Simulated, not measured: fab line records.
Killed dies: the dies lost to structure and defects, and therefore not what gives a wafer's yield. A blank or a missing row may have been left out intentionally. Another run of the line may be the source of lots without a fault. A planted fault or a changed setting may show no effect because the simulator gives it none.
Problem report, 8D (eight disciplines) form, completed by code | flow nand-harc | the parts of the form that need people (team, actions taken, sign-off) are left out

## 1. THE ISSUE
killed-at-array at NHARC_END_SORT_01 reads a mean of 659 on 2 wafers of 2 lots; wafers without a fault read 31 with a standard deviation of 11. That is +57 standard deviations from the usual mean.
First seen on wafer L579.3, day 21 11:05, on prober-01. The record holds 27 wafers of 9 lots with a number at this step. By rule, "out" or "out of limits" means more than 4 standard deviations away from the usual mean. All remaining wafers that have a number are taken as sound.

## 2. WHAT IT IS, WHAT IT ISN'T
question                    | is                           | is not
which readings at this step | killed-at-array, killed-dies | killed-at-other, killed-at-periphery, killed-open, killed-short
which lots                  | L579, L580                   | L572, L574, L587, L588, L589, L592, L594
which wafers of those lots  | L579.3, L580.5               | L579.4, L579.5, L580.1, L580.3
read on which gauges        | prober-01, prober-02         | -
when                        | from day 21 11:05            | up to then (6 sound wafers); but 19 sound wafers of L579, L580, L587, L588, L589, L592, L594 came after

## 3. SUSPECTS, AND WHAT RULES EACH OUT
Counting: if a tool at a process step up to the reading ran every lot that is out, it stays a suspect. Sound lots after the first of them don't rule it out here, since some wafers of a struck lot are sound.
- the gauge at NHARC_END_SORT_01 is ruled out. The wafers that are out were read on 2 gauges (prober-01, prober-02).
- rie-diel-03 at NHARC_A_CONTACT_ETCH_77 (etches the open film in CF4/CHF3, target depth 72.6 nm, time 36.3 s): kept. It ran every lot that is out, first L580 (day 18 18:49). Because NHARC_A_CONTACT_ETCH_77 lacks a start for some lots, the hours and order of its lots are taken from NHARC_A_CONTACT_ETCH_125.
- rie-diel-03 at NHARC_A_CONTACT_ETCH_106 (etches the open film in CF4/O2, target depth 60 nm, overetch 6 nm, time 33 s): kept. Ran every lot that is out, first one L580 (day 18 21:10); last sound lot up to then L572 (day 16 17:37). Out on those wafers are its own readings of oes-product-au.
- rie-diel-03, NHARC_A_CONTACT_ETCH_106: wafers that are out in chamber 0, sound lot-mates in chambers 1, 2.
What counting leaves: rie-diel-03 at NHARC_A_CONTACT_ETCH_77 and rie-diel-03 at NHARC_A_CONTACT_ETCH_106.

## 4. THE CAUSE (what the simulator had put in)
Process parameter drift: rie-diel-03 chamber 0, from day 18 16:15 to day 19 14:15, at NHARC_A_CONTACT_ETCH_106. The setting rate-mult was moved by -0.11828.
This tool is one of the 2 suspects left after counting.

## 5. THE CHAIN OF EFFECTS, in route order
One row per reading whose mean, taken over the struck wafers that have a number, lies over 3 standard deviations from the usual. Only readings for which the record gives a usual standard deviation are gone through. hours: the time from each lot's start at the first step in this table that gives one to its start at this step, as a median over the lots. sigmas: the change in usual standard deviations.
hours | step                     | reading         | usual      | on struck wafers | change | sigmas
0     | NHARC_A_CONTACT_ETCH_106 | oes-product-au  | 0.997 a.u. | 0.923            | -0.074 | -4.9
66    | NHARC_END_SORT_01        | killed-at-array | 31         | 659              | +628   | +57
66    | NHARC_END_SORT_01        | killed-dies     | 34         | 662              | +628   | +52
The process steps in it:
- NHARC_A_CONTACT_ETCH_106: etches the open film in CF4/O2, target depth 60 nm, overetch 6 nm, time 33 s.

## 6. WHAT WOULD HAVE CAUGHT IT SOONER
The first out-of-limits reading at a measuring or inspecting step in this record came at day 21 11:05, 67 hours after the fault's start at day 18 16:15.
Tool's own readings at NHARC_A_CONTACT_ETCH_106, oes-product-au: out on all struck wafers the step has rows for; an alarm limit on them would have tripped on the first.
Lots out: 2; all had begun NHARC_A_CONTACT_ETCH_106 on rie-diel-03 by day 21 11:05. Had the tool been put on hold then, not one of them would have been saved.
